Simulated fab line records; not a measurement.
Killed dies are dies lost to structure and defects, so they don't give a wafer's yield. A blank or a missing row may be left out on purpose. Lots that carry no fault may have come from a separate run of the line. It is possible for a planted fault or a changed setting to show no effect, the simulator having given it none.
Matching of chambers / flow nand-harc / 4 sister chambers for NHARC_P_ZERO_WELL_DESCUM_39 on rie-diel-13
The step chemistry O2, time 3 s. 27 wafers are shown with their chamber, then 12 later ones without.

EACH WAFER AND ITS CHAMBER
wafer=L074.1; chamber=0; showerhead-plenum-p-Torr (Torr)=1.99; drypump-motor-current-A (A)=5.4; oes-product-au (a.u.)=0.972
wafer=L074.5; chamber=3; showerhead-plenum-p-Torr (Torr)=1.98; drypump-motor-current-A (A)=6.3; oes-product-au (a.u.)=0.983
wafer=L074.6; chamber=0; showerhead-plenum-p-Torr (Torr)=1.99; drypump-motor-current-A (A)=5.4; oes-product-au (a.u.)=0.974
wafer=L075.2; chamber=1; showerhead-plenum-p-Torr (Torr)=2.07; drypump-motor-current-A (A)=5.4; oes-product-au (a.u.)=0.975
wafer=L075.3; chamber=2; showerhead-plenum-p-Torr (Torr)=1.92; drypump-motor-current-A (A)=5.7; oes-product-au (a.u.)=0.978
wafer=L075.5; chamber=1; showerhead-plenum-p-Torr (Torr)=2.07; drypump-motor-current-A (A)=5.3; oes-product-au (a.u.)=0.979
wafer=L076.2; chamber=3; showerhead-plenum-p-Torr (Torr)=1.98; drypump-motor-current-A (A)=6.3; oes-product-au (a.u.)=0.979
wafer=L076.4; chamber=2; showerhead-plenum-p-Torr (Torr)=1.92; drypump-motor-current-A (A)=5.7; oes-product-au (a.u.)=0.999
wafer=L076.6; chamber=2; showerhead-plenum-p-Torr (Torr)=1.92; drypump-motor-current-A (A)=5.7; oes-product-au (a.u.)=0.995
wafer=L078.1; chamber=0; showerhead-plenum-p-Torr (Torr)=1.99; drypump-motor-current-A (A)=5.4; oes-product-au (a.u.)=0.978
wafer=L078.2; chamber=3; showerhead-plenum-p-Torr (Torr)=1.98; drypump-motor-current-A (A)=6.4; oes-product-au (a.u.)=0.993
wafer=L078.5; chamber=2; showerhead-plenum-p-Torr (Torr)=1.92; drypump-motor-current-A (A)=5.7; oes-product-au (a.u.)=0.995
wafer=L079.1; chamber=0; showerhead-plenum-p-Torr (Torr)=1.99; drypump-motor-current-A (A)=5.4; oes-product-au (a.u.)=0.978
wafer=L079.2; chamber=2; showerhead-plenum-p-Torr (Torr)=1.92; drypump-motor-current-A (A)=5.7; oes-product-au (a.u.)=0.982
wafer=L079.5; chamber=3; showerhead-plenum-p-Torr (Torr)=1.98; drypump-motor-current-A (A)=6.3; oes-product-au (a.u.)=0.993
wafer=L082.1; chamber=0; showerhead-plenum-p-Torr (Torr)=1.98; drypump-motor-current-A (A)=5.4; oes-product-au (a.u.)=0.974
wafer=L082.2; chamber=1; showerhead-plenum-p-Torr (Torr)=2.07; drypump-motor-current-A (A)=5.4; oes-product-au (a.u.)=0.980
wafer=L082.5; chamber=2; showerhead-plenum-p-Torr (Torr)=1.91; drypump-motor-current-A (A)=5.8; oes-product-au (a.u.)=0.990
wafer=L084.3; chamber=1; showerhead-plenum-p-Torr (Torr)=2.06; drypump-motor-current-A (A)=5.4; oes-product-au (a.u.)=0.987
wafer=L084.4; chamber=2; showerhead-plenum-p-Torr (Torr)=1.91; drypump-motor-current-A (A)=5.7; oes-product-au (a.u.)=1.000
wafer=L084.5; chamber=3; showerhead-plenum-p-Torr (Torr)=1.97; drypump-motor-current-A (A)=6.3; oes-product-au (a.u.)=1.003
wafer=L085.2; chamber=2; showerhead-plenum-p-Torr (Torr)=1.91; drypump-motor-current-A (A)=5.7; oes-product-au (a.u.)=0.990
wafer=L085.4; chamber=0; showerhead-plenum-p-Torr (Torr)=1.98; drypump-motor-current-A (A)=5.3; oes-product-au (a.u.)=0.982
wafer=L085.6; chamber=2; showerhead-plenum-p-Torr (Torr)=1.91; drypump-motor-current-A (A)=5.8; oes-product-au (a.u.)=0.997
wafer=L086.3; chamber=2; showerhead-plenum-p-Torr (Torr)=1.91; drypump-motor-current-A (A)=5.7; oes-product-au (a.u.)=1.007
wafer=L086.5; chamber=3; showerhead-plenum-p-Torr (Torr)=1.97; drypump-motor-current-A (A)=6.3; oes-product-au (a.u.)=0.993
wafer=L086.6; chamber=2; showerhead-plenum-p-Torr (Torr)=1.91; drypump-motor-current-A (A)=5.7; oes-product-au (a.u.)=1.004

SIGNATURES, as means of the wafers listed above
reading=showerhead-plenum-p-Torr; chamber 0=1.9867; chamber 1=2.0675; chamber 2=1.9145; chamber 3=1.9767; scatter within a chamber=0.00517
reading=drypump-motor-current-A; chamber 0=5.383; chamber 1=5.375; chamber 2=5.718; chamber 3=6.317; scatter within a chamber=0.042
reading=oes-product-au; chamber 0=0.97633; chamber 1=0.98025; chamber 2=0.99427; chamber 3=0.99067; scatter within a chamber=0.00745
Rule: distance of a wafer from a chamber = root of the sum over the readings of ((wafer's reading minus chamber's mean) / reading's scatter) squared. The wafer belongs to the nearest chamber; if the next one is less than 2 further off, it can't be placed. The scatter: the root of (the sum of the squares of (reading less its chamber's mean) over the shown wafers, divided by (wafers less chambers)).

WAFERS WITHOUT THEIR CHAMBER
wafer=L088.1; showerhead-plenum-p-Torr (Torr)=1.98; drypump-motor-current-A (A)=5.3; oes-product-au (a.u.)=0.992
wafer=L088.5; showerhead-plenum-p-Torr (Torr)=1.98; drypump-motor-current-A (A)=5.3; oes-product-au (a.u.)=0.981
wafer=L088.6; showerhead-plenum-p-Torr (Torr)=1.97; drypump-motor-current-A (A)=6.4; oes-product-au (a.u.)=0.997
wafer=L089.3; showerhead-plenum-p-Torr (Torr)=1.97; drypump-motor-current-A (A)=6.4; oes-product-au (a.u.)=0.998
wafer=L089.4; showerhead-plenum-p-Torr (Torr)=1.98; drypump-motor-current-A (A)=5.4; oes-product-au (a.u.)=1.001
wafer=L089.5; showerhead-plenum-p-Torr (Torr)=1.97; drypump-motor-current-A (A)=6.3; oes-product-au (a.u.)=1.007
wafer=L092.1; showerhead-plenum-p-Torr (Torr)=1.90; drypump-motor-current-A (A)=5.7; oes-product-au (a.u.)=1.000
wafer=L092.3; showerhead-plenum-p-Torr (Torr)=2.05; drypump-motor-current-A (A)=5.4; oes-product-au (a.u.)=0.992
wafer=L092.6; showerhead-plenum-p-Torr (Torr)=1.97; drypump-motor-current-A (A)=5.4; oes-product-au (a.u.)=1.009
wafer=L093.1; showerhead-plenum-p-Torr (Torr)=2.05; drypump-motor-current-A (A)=5.3; oes-product-au (a.u.)=0.983
wafer=L093.2; showerhead-plenum-p-Torr (Torr)=1.97; drypump-motor-current-A (A)=6.3; oes-product-au (a.u.)=1.008
wafer=L093.4; showerhead-plenum-p-Torr (Torr)=1.90; drypump-motor-current-A (A)=5.7; oes-product-au (a.u.)=0.995

THE CHAMBER EACH PASSED THROUGH
wafer=L088.1; from the rows above=0; in truth=0
wafer=L088.5; from the rows above=0; in truth=0
wafer=L088.6; from the rows above=3; in truth=3
wafer=L089.3; from the rows above=3; in truth=3
wafer=L089.4; from the rows above=0; in truth=0
wafer=L089.5; from the rows above=3; in truth=3
wafer=L092.1; from the rows above=2; in truth=2
wafer=L092.3; from the rows above=1; in truth=1
wafer=L092.6; from the rows above=0; in truth=0
wafer=L093.1; from the rows above=1; in truth=1
wafer=L093.2; from the rows above=3; in truth=3
wafer=L093.4; from the rows above=2; in truth=2
Placed correctly: 12 of 12. Not placeable from these rows: 0. Number placed wrongly: 0.
